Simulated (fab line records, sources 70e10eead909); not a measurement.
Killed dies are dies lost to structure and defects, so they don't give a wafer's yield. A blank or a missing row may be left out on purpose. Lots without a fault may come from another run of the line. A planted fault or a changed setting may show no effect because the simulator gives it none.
fab line records | flow nand_harc | part 1 of 2: steps 1 to 25 of 36
record lots=5 wafers=15 last_day=22
route steps=1159 shown P_GATE@198 P_CONTACT@217
lots that met no fault: from a run of the same line without faults
start_h: hours from the record's first day to the start of the lot's first wafer shown | wait_h: hours since the lot's step before | " the same as in the row above | L1.1+2: a row that stands for several wafers | - no value, or no start given | * or withheld: withheld | < > ~ a bound
route shown NAME@n: a module of which the file shows steps, and the number in the route of the first | usual: mean/standard deviation of fault-free wafers | same: alike in all rows | chamber/n: place in a boat | sites: the reading at each site | _std_site: their standard deviation | _edge_site: outer sites' mean less inner sites' | radius_mm: how far each site lies from the wafer's centre | mask NAME#n: copy n | behind: the tool/chamber that last shaped the wafer | hold: why the lot was held/for how many hours/how that ended | device: the transistor (n, p or np) that didn't switch | end of line: the same wafers' tests at the end of the route | a step without rows: its recipe alone | killed: dies lost to structure and defects at the first sort, not the wafer's yield | map: a wafer's dies, x killed, . not, _ none there
set.NAME: the setting as run; set.NAME@STEP: as run at that earlier step | model.NAME: the simulator's own value behind a step, which no gauge read
lots at some steps of the route; a table a step, a row a wafer
services: from which hour (start_h, from the record's first day; less than 0 if before it) a tool's chamber was out of use, for how many hours, and why
## steps
# step NHARC_P_GATE_PEB_89
# recipe peb_temp_c=118 peb_time_s=85
# usual chill_plate_temp_C=23.03/0.095 exhaust_pa=44.8/0.92
# columns lot.wafer tool chamber start_h wait_h chill_plate_temp_C exhaust_pa
L075.2 litho_track-07 0 107.55 0.1 23.15 45.3
L075.4 " 0 " " 22.90 44.6
L075.6 " 0 " " 23.00 44.3
L082.1 litho_track-07 0 154.09 0.1 23.23 47.0
L082.3 " 0 " " 23.10 46.0
L082.6 " 0 " " 23.20 45.1
L083.2 litho_track-05 0 158.49 0.1 23.21 44.9
L083.3 " 0 " " 23.03 45.1
L083.5 " 0 " " 23.12 46.1
L085.2 litho_track-05 0 183.23 0.1 22.99 42.7
L085.4 " 0 " " 23.06 43.1
L085.5 " 0 " " 22.99 44.0
L087.1 litho_track-02 0 188.17 0.1 22.92 44.4
L087.5 " 0 " " 22.88 45.2
L087.6 " 0 " " 22.80 44.1
# step NHARC_P_GATE_DEVELOP_90
# recipe time_s=70
# usual chill_plate_temp_C=23.02/0.093 exhaust_pa=45.0/0.93
# columns lot.wafer tool chamber start_h wait_h chill_plate_temp_C exhaust_pa
L075.2 litho_track-07 0 - - 22.74 46.2
L075.4 " 0 " " 22.97 44.5
L075.6 " 0 " " 22.87 46.5
L082.1 litho_track-07 0 - - 23.01 46.1
L082.3 " 0 " " 23.16 43.5
L082.6 " 0 " " 22.97 44.5
L083.2 litho_track-05 0 - - 23.08 45.1
L083.3 " 0 " " 22.91 45.0
L083.5 " 0 " " 22.84 44.6
L085.2 litho_track-05 0 - - 23.03 44.2
L085.4 " 0 " " 22.98 44.9
L085.5 " 0 " " 22.98 44.7
L087.1 litho_track-02 0 - - 23.17 45.1
L087.5 " 0 " " 23.01 43.9
L087.6 " 0 " " 23.12 44.9
# step NHARC_P_GATE_CD_MEAS_91
# recipe target_cd_nm=2000 landing_energy_ev=500
# usual cd_nm=1999.4/1.9
# same landing_energy_ev=500
# columns lot.wafer tool chamber start_h wait_h cd_nm
L075.2 cd_sem-02 0 107.64 - 2001.3
L075.4 " 0 " " 2000.9
L075.6 " 0 " " 2001.7
L082.1 cd_sem-03 0 154.19 - 2000.6
L082.3 " 0 " " 2001.1
L082.6 " 0 " " 2002.2
L083.2 cd_sem-02 0 158.58 - 1999.1
L083.3 " 0 " " 1999.8
L083.5 " 0 " " 1999.9
L085.2 cd_sem-02 0 183.32 - 1998.0
L085.4 " 0 " " 1999.2
L085.5 " 0 " " 1997.6
L087.1 cd_sem-03 0 188.27 - 1996.0
L087.5 " 0 " " 2000.3
L087.6 " 0 " " 1998.0
# step NHARC_P_GATE_HARDBAKE_92
# recipe temp_c=125 time_s=80
# usual chill_plate_temp_C=23.01/0.096 exhaust_pa=45.1/0.86
# columns lot.wafer tool chamber start_h wait_h chill_plate_temp_C exhaust_pa
L075.2 litho_track-07 0 107.72 - 23.06 45.9
L075.4 " 0 " " 22.99 46.6
L075.6 " 0 " " 22.99 45.8
L082.1 litho_track-02 0 154.27 - 23.06 47.3
L082.3 " 0 " " 22.90 47.8
L082.6 " 0 " " 22.95 46.7
L083.2 litho_track-02 0 158.66 - 22.99 45.6
L083.3 " 0 " " 22.83 44.5
L083.5 " 0 " " 22.97 44.3
L085.2 litho_track-07 0 183.40 - 22.94 45.2
L085.4 " 0 " " 23.02 45.1
L085.5 " 0 " " 23.10 44.9
L087.1 litho_track-05 0 188.35 - 22.99 44.3
L087.5 " 0 " " 22.96 44.3
L087.6 " 0 " " 22.95 44.0
# step NHARC_P_GATE_DESCUM_93
# recipe time_s=3 o2_flow_sccm=200 ar_flow_sccm=0 bias_power_w=0 chemistry=O2
# usual drypump_motor_current_A=5.8/0.42 mfc_ar_sccm=0.003/0.0051 oes_product_au=1.001/0.01 rf_vpp_V=57.8/0.9 showerhead_plenum_p_Torr=1.91/0.056 throttle_valve_pct=11.311/0.0088
# columns lot.wafer tool chamber start_h wait_h drypump_motor_current_A mfc_ar_sccm oes_product_au rf_hours_counter_h rf_vpp_V showerhead_plenum_p_Torr throttle_valve_pct
L075.2 rie_diel-08 0 107.89 - 6.3 0 1.008 56 57.9 1.95 11.325
L075.4 " 2 " " 5.6 0.016 1.011 41 57.9 1.96 11.322
L075.6 " 0 " " 6.2 0 1.000 - 57.7 1.95 11.316
L082.1 rie_diel-13 1 154.37 - 5.2 0.002 0.991 15 58.3 1.89 11.300
L082.3 " 2 " " 5.6 0 0.996 16 57.7 2.00 11.316
L082.6 " 0 " " 5.4 0.014 0.985 - 56.4 1.84 11.304
L083.2 rie_diel-11 1 158.74 - 6.6 0.007 1.009 25 58.3 1.93 11.319
L083.3 " 2 " " 5.3 0 1.005 29 57.6 2.00 11.297
L083.5 " 2 " " 5.3 0 1.009 - 56.0 2.00 11.313
L085.2 rie_diel-08 2 183.50 - 5.5 0.016 1.009 17 58.1 1.96 11.299
L085.4 " 3 " " 5.8 0 1.003 19 58.1 1.90 11.297
L085.5 " 0 " " 6.3 0 0.999 - 57.7 1.94 11.317
L087.1 rie_diel-11 0 188.43 - 6.0 0 0.989 31 57.2 1.92 11.320
L087.6 " 0 " " 6.0 0 0.978 - 57.2 1.92 11.303
L087.5 " 1 " " 6.6 0.007 0.987 - 58.1 1.93 11.302
# step NHARC_P_GATE_IMPLANT_94
# recipe energy_kev=60 dose_cm2=2e+15 tilt_deg=7
# usual beam_energy_keV=60.000/0.02
# columns lot.wafer tool chamber start_h wait_h beam_energy_keV
L075.2 implanter-01 0 108.07 0.2 59.974
L075.4 " 0 " " 59.994
L075.6 " 0 " " 59.965
L082.1 implanter-02 0 154.50 0.1 60.006
L082.3 " 0 " " 59.999
L082.6 " 0 " " 60.013
L083.2 implanter-02 0 158.91 0.2 59.984
L083.3 " 0 " " 59.996
L083.5 " 0 " " 59.993
L085.2 implanter-01 0 183.66 0.2 60.020
L085.4 " 0 " " 59.990
L085.5 " 0 " " 60.022
L087.1 implanter-02 0 188.58 0.1 59.976
L087.5 " 0 " " 60.011
L087.6 " 0 " " 60.005
# step NHARC_P_GATE_STRIP_113
# recipe power_w=1500 temp_c=110 time_s=740 chemistry=N2/H2
# usual drypump_motor_current_A=5.43/0.1 heater_power_w=87/4
# columns lot.wafer tool chamber start_h wait_h drypump_motor_current_A heater_power_w rf_hours_counter_h
L075.2 plasma_asher-01 1 108.26 0.2 5.45 92 0
L075.4 " 1 " " 5.44 89 -
L075.6 " 1 " " 5.42 89 -
L082.1 plasma_asher-02 0 154.85 0.3 5.29 88 52
L082.3 " 0 " " 5.29 88 -
L082.6 " 0 " " 5.29 86 -
L083.2 plasma_asher-01 1 159.22 0.3 5.45 86 18
L083.3 " 0 " " 5.56 91 -
L083.5 " 1 " " 5.44 89 -
L085.2 plasma_asher-01 1 183.98 0.3 5.40 90 27
L085.4 " 0 " " 5.56 91 -
L085.5 " 0 " " 5.54 89 -
L087.1 plasma_asher-01 0 188.80 0.2 5.57 91 29
L087.5 " 0 " " 5.59 92 -
L087.6 " 1 " " 5.43 88 -
# step NHARC_P_GATE_STRIP_95
# recipe power_w=1500 temp_c=250 chemistry=O2
# usual drypump_motor_current_A=5.43/0.1 heater_power_w=328/15
# columns lot.wafer tool chamber start_h wait_h drypump_motor_current_A heater_power_w rf_hours_counter_h
L075.2 plasma_asher-01 1 108.98 0.6 5.44 336 1
L075.4 " 1 " " 5.44 341 -
L075.6 " 1 " " 5.43 346 -
L082.1 plasma_asher-02 0 155.57 0.6 5.29 321 52
L082.3 " 0 " " 5.28 327 -
L082.6 " 0 " " 5.27 324 -
L083.2 plasma_asher-01 1 159.83 0.5 5.44 334 19
L083.3 " 0 " " 5.60 345 -
L083.5 " 1 " " 5.42 342 -
L085.2 plasma_asher-01 1 184.59 0.5 5.43 330 28
L085.4 " 0 " " 5.60 345 -
L085.5 " 0 " " 5.62 348 -
L087.1 plasma_asher-01 0 189.52 0.6 5.56 337 30
L087.5 " 0 " " 5.54 343 -
L087.6 " 1 " " 5.41 343 -
# step NHARC_P_GATE_STRIP_96
# recipe time_s=900 temp_c=130 chemistry=SPM
# columns lot.wafer tool chamber start_h wait_h
L075.4+6+2 wet_bench-07 0,2,3 109.20 0.2
L082.1+3+6 wet_bench-07 1,3,4 155.78 0.2
L083.2+5+3 wet_bench-04 7,0,2 160.05 0.2
L085.2+5+4 wet_bench-04 2,3,5 184.80 0.2
L087.1+6+5 wet_bench-07 5,7,1 189.73 0.2
# step NHARC_P_GATE_RTA_64
# recipe temp_c=1050 time_s=1
# usual lamp_power_pct=31.8/1.2 lamp_zone_1_pct=31.8/1.2 lamp_zone_5_pct=31.8/1.2 lamp_zone_6_pct=31.7/1.2 wafer_temp_C_max=1056.8/2.5
# columns lot.wafer tool chamber start_h wait_h lamp_power_pct lamp_zone_1_pct lamp_zone_5_pct lamp_zone_6_pct wafer_temp_C_max
L075.2 rtp_anneal-01 0 109.62 - 30.5 30.5 30.6 30.5 1057.6
L075.4 " 0 " " 30.5 30.6 30.5 30.5 1056.4
L075.6 " 0 " " 30.6 30.6 30.5 30.5 1060.7
L082.1 rtp_anneal-01 0 156.13 - 30.5 30.6 30.6 30.5 1056.8
L082.3 " 0 " " 30.6 30.6 30.5 30.5 1060.2
L082.6 " 0 " " 30.6 30.6 30.6 30.5 1058.6
L083.2 rtp_anneal-02 0 160.42 - 33.0 33.0 33.0 33.0 1056.0
L083.3 " 0 " " 33.0 33.0 33.0 32.9 1054.2
L083.5 " 0 " " 33.0 33.0 33.0 32.9 1054.1
L085.2 rtp_anneal-02 0 185.21 - 33.0 33.0 33.0 33.0 1054.9
L085.4 " 0 " " 33.1 33.1 33.0 33.0 1054.8
L085.5 " 0 " " 33.0 33.1 33.0 33.0 1054.6
L087.1 rtp_anneal-02 0 190.08 - 33.0 33.0 33.0 33.0 1054.1
L087.5 " 0 " " 33.0 33.0 33.0 33.0 1055.3
L087.6 " 0 " " 33.0 33.0 33.0 32.9 1053.8
# step NHARC_P_GATE_ETCH_77
# recipe target_depth_a=60 chemistry=dHF material=SiO2
# columns lot.wafer tool chamber start_h wait_h
L075.2+4+6 wet_bench-07 7,0,1 109.80 0.2
L082.3+1+6 wet_bench-03 7,1,3 156.33 0.1
L083.5+3+2 wet_bench-07 7,2,3 160.60 0.1
L085.5+4+2 wet_bench-07 5,7,2 185.39 0.1
L087.6+5+1 wet_bench-04 2,3,4 190.29 0.0
# step NHARC_P_GATE_DEGAS_109
# recipe temp_c=300 time_s=60
# usual heater_power_w=477/49
# columns lot.wafer tool chamber start_h wait_h heater_power_w
L075.4 pvd_sputter-01 - 109.90 0.1 459
L075.2 " - " " 532
L075.6 " - " " 444
L082.3 pvd_sputter-01 - 156.45 0.1 477
L082.1 " - " " 471
L082.6 " - " " 451
L083.2 pvd_sputter-03 - 160.75 0.1 420
L083.3 " - " " 467
L083.5 " - " " 440
L085.4 pvd_sputter-02 - 185.49 0.1 608
L085.2 " - " " 487
L085.5 " - " " 604
L087.1 pvd_sputter-01 - 190.38 0.1 485
L087.6 " - " " 475
L087.5 " - " " 474
# step NHARC_P_GATE_PRE_CLEAN_110
# recipe time_s=30 bias_v=200 gas=Ar
# columns lot.wafer tool chamber start_h wait_h
L075.2+4+6 pvd_sputter-01 - - -
L082.3+1+6 pvd_sputter-01 - - -
L083.3+2+5 pvd_sputter-03 - - -
L085.2+4+5 pvd_sputter-02 - - -
L087.1+6+5 pvd_sputter-01 - - -
# step NHARC_P_GATE_SPUTTER_78
# recipe target_thk_a=100 material=Ni
# columns lot.wafer tool chamber start_h wait_h
L075.4+2+6 pvd_sputter-01 - - -
L082.3+1+6 pvd_sputter-01 - - -
L083.2+3+5 pvd_sputter-03 - - -
L085.4+2+5 pvd_sputter-02 - - -
L087.1+5+6 pvd_sputter-01 - - -
# step NHARC_P_GATE_SPUTTER_79
# recipe target_thk_a=100 material=TiN
# columns lot.wafer tool chamber start_h wait_h
L075.4+2+6 pvd_sputter-01 - - -
L082.1+3+6 pvd_sputter-01 - - -
L083.3+2+5 pvd_sputter-03 - - -
L085.4+2+5 pvd_sputter-02 - - -
L087.1+5+6 pvd_sputter-01 - - -
# step NHARC_P_GATE_RTA_80
# recipe temp_c=300 time_s=30
# usual wafer_temp_C_max=302.2/0.7
# columns lot.wafer tool chamber start_h wait_h wafer_temp_C_max
L075.2 rtp_anneal-02 0 110.55 - 301.5
L075.4 " 0 " " 301.5
L075.6 " 0 " " 301.6
L082.1 rtp_anneal-02 0 156.75 - 301.0
L082.3 " 0 " " 301.7
L082.6 " 0 " " 301.1
L083.2 rtp_anneal-01 0 161.15 - 302.7
L083.3 " 0 " " 303.3
L083.5 " 0 " " 302.9
L085.2 rtp_anneal-02 0 185.82 - 301.5
L085.4 " 0 " " 301.5
L085.5 " 0 " " 301.5
L087.1 rtp_anneal-01 0 190.68 - 302.1
L087.5 " 0 " " 302.5
L087.6 " 0 " " 302.2
# step NHARC_P_GATE_STRIP_67
# recipe time_s=600 temp_c=130 chemistry=SPM
# columns lot.wafer tool chamber start_h wait_h
L075.4+2+6 wet_bench-07 4,7,1 110.74 0.1
L082.3+1+6 wet_bench-03 2,5,6 156.95 0.1
L083.5+3+2 wet_bench-07 7,2,3 161.32 0.1
L085.5+2+4 wet_bench-03 4,5,7 186.00 0.1
L087.5+6+1 wet_bench-07 6,7,1 190.89 0.1
# step NHARC_P_GATE_RTA_82
# recipe temp_c=450 time_s=30
# usual lamp_power_pct=3.72/0.14 lamp_zone_1_pct=3.72/0.14 lamp_zone_5_pct=3.74/0.14 lamp_zone_6_pct=3.69/0.14 wafer_temp_C_max=452.9/1.1
# columns lot.wafer tool chamber start_h wait_h lamp_power_pct lamp_zone_1_pct lamp_zone_5_pct lamp_zone_6_pct wafer_temp_C_max
L075.2 rtp_anneal-01 0 111.03 - 3.58 3.58 3.60 3.55 453.7
L075.4 " 0 " " 3.58 3.57 3.60 3.55 454.0
L075.6 " 0 " " 3.58 3.58 3.60 3.55 453.1
L082.1 rtp_anneal-01 0 157.20 - 3.58 3.58 3.60 3.55 453.7
L082.3 " 0 " " 3.58 3.58 3.59 3.55 453.4
L082.6 " 0 " " 3.58 3.58 3.59 3.55 454.4
L083.2 rtp_anneal-02 0 161.61 - 3.86 3.87 3.89 3.83 451.8
L083.3 " 0 " " 3.87 3.86 3.88 3.84 452.5
L083.5 " 0 " " 3.87 3.87 3.89 3.85 452.2
L085.2 rtp_anneal-01 0 186.27 - 3.58 3.58 3.59 3.56 454.6
L085.4 " 0 " " 3.58 3.58 3.59 3.56 454.7
L085.5 " 0 " " 3.58 3.58 3.60 3.55 453.5
L087.1 rtp_anneal-02 0 191.14 - 3.88 3.87 3.88 3.84 452.2
L087.5 " 0 " " 3.87 3.87 3.88 3.83 452.3
L087.6 " 0 " " 3.87 3.87 3.88 3.83 451.5
# step NHARC_P_GATE_INSPECT_68
# usual raw_defect_count=199/66
# columns lot.wafer tool chamber start_h wait_h raw_defect_count
L075.2 defect_inspect-02 - 111.20 0.1 95
L075.4 " - " " 213
L075.6 " - " " 103
L082.1 defect_inspect-02 - 157.40 0.2 343
L082.3 " - " " 177
L082.6 " - " " 254
L083.2 defect_inspect-02 - 161.78 0.1 184
L083.3 " - " " 406
L083.5 " - " " 207
L085.2 defect_inspect-01 - 186.44 0.1 246
L085.4 " - " " 179
L085.5 " - " " 212
L087.1 defect_inspect-01 - 191.33 0.2 102
L087.5 " - " " 176
L087.6 " - " " 169
# step NHARC_P_CONTACT_DEP_30
# recipe target_thk_a=300 temp_c=400 target_thk_nm=30 flow_sccm=200 rf_w=450 material=SiNx
# usual heater_power_w=709/100
# columns lot.wafer tool chamber start_h wait_h heater_power_w
L075.2 pecvd-01 1 111.34 0.1 753
L075.6 " 2 " " 801
L075.4 " 0 " " 594
L082.3 pecvd-01 1 157.47 0.1 843
L082.1 " 0 " " 640
L082.6 " 2 " " 701
L083.2 pecvd-04 2 161.88 0.1 795
L083.3 " 0 " " 573
L083.5 " 0 " " 575
L085.2 pecvd-04 1 186.55 0.1 788
L085.4 " 0 " " 576
L085.5 " 2 " " 755
L087.1 pecvd-04 0 191.44 0.1 594
L087.6 " 2 " " 683
L087.5 " 1 " " 717
# step NHARC_P_CONTACT_DEP_00
# recipe target_thk_a=5000 temp_c=400 pressure_torr=6.5 rf_w=900 teos_flow_sccm=161.4 flow_sccm=2650 target_thk_nm=500 gas=O2 material=SiO2
# usual heater_power_w=566/110 mfc_precursor_sccm=161.5/0.45 throttle_valve_pct=15.8/0.45
# columns lot.wafer tool chamber start_h wait_h heater_power_w mfc_precursor_sccm throttle_valve_pct
L075.2 pecvd-01 1 - - 690 162.4 16.3
L075.6 " 2 " " 514 161.0 15.7
L075.4 " 0 " " 457 161.9 15.8
L082.3 pecvd-01 1 - - 719 160.9 16.0
L082.1 " 0 " " 515 161.8 15.8
L082.6 " 2 " " 701 161.6 15.8
L083.2 pecvd-04 2 - - 645 162.0 15.4
L083.3 " 0 " " 440 161.6 15.6
L083.5 " 0 " " 452 161.1 15.4
L085.2 pecvd-04 1 - - 588 162.4 15.5
L085.4 " 0 " " 412 160.6 15.5
L085.5 " 2 " " 610 161.0 15.7
L087.1 pecvd-04 0 - - 403 160.8 15.7
L087.6 " 2 " " 640 160.9 15.7
L087.5 " 1 " " 587 161.9 15.3
# step NHARC_P_CONTACT_CMP_01
# recipe target_thk_nm=200 material=SiO2
# usual motor_current_A=12.3/1
# columns lot.wafer tool chamber start_h wait_h motor_current_A
L075.2 cmp-01 1 111.98 - 10.7
L075.4 " 0 " " 11.2
L075.6 " 1 " " 11.3
L082.3 cmp-01 0 158.21 - 12.0
L082.1 " 2 " " 11.4
L082.6 " 3 " " 13.4
L083.3 cmp-01 1 162.58 - 11.5
L083.2 " 2 " " 11.3
L083.5 " 0 " " 11.5
L085.2 cmp-03 0 187.27 - 13.2
L085.4 " 1 " " 12.1
L085.5 " 2 " " 12.0
L087.1 cmp-01 3 192.17 - 13.1
L087.6 " 1 " " 12.1
L087.5 " 2 " " 11.4
# step NHARC_P_CONTACT_SRD_03
# columns lot.wafer tool chamber start_h wait_h
L075.2+4+6 wet_bench-06 7,1,3 112.28 0.0
L082.6+1+3 wet_bench-01 0,1,5 158.48 0.0
L083.3+2+5 wet_bench-06 0,3,4 162.85 0.0
L085.2+5+4 wet_bench-01 1,3,5 187.51 0.0
L087.6+1+5 wet_bench-06 2,3,4 192.42 0.0
# step NHARC_P_CONTACT_DEHYDRATE_04
# recipe temp_c=150 time_s=120
# usual chill_plate_temp_C=23.00/0.11 exhaust_pa=45.0/0.9
# columns lot.wafer tool chamber start_h wait_h chill_plate_temp_C exhaust_pa
L075.2 litho_track-04 0 112.36 0.1 22.97 44.1
L075.4 " 0 " " 23.07 43.4
L075.6 " 0 " " 22.97 44.9
L082.1 litho_track-01 0 158.56 0.1 23.05 45.0
L082.3 " 0 " " 22.97 45.3
L082.6 " 0 " " 23.20 45.6
L083.2 litho_track-06 0 162.97 0.1 22.98 44.2
L083.3 " 0 " " 23.06 44.3
L083.5 " 0 " " 23.03 44.6
L085.2 litho_track-04 0 187.60 0.1 22.92 45.1
L085.4 " 0 " " 22.88 44.9
L085.5 " 0 " " 22.96 43.6
L087.1 litho_track-06 0 192.50 0.1 22.92 45.5
L087.5 " 0 " " 22.98 45.0
L087.6 " 0 " " 22.84 45.8
# step NHARC_P_CONTACT_HMDS_05
# recipe time_s=30
# usual chill_plate_temp_C=23.01/0.11 exhaust_pa=45.0/0.93
# columns lot.wafer tool chamber start_h wait_h chill_plate_temp_C exhaust_pa
L075.2 litho_track-04 0 - - 23.05 46.3
L075.4 " 0 " " 23.00 45.9
L075.6 " 0 " " 23.10 47.4
L082.1 litho_track-01 0 - - 22.99 46.6
L082.3 " 0 " " 22.84 44.9
L082.6 " 0 " " 22.92 44.4
L083.2 litho_track-06 0 - - 22.92 43.9
L083.3 " 0 " " 23.00 43.9
L083.5 " 0 " " 23.11 43.3
L085.2 litho_track-04 0 - - 23.19 44.8
L085.4 " 0 " " 23.07 44.3
L085.5 " 0 " " 23.02 45.4
L087.1 litho_track-06 0 - - 23.06 45.9
L087.5 " 0 " " 23.07 45.4
L087.6 " 0 " " 23.20 46.7
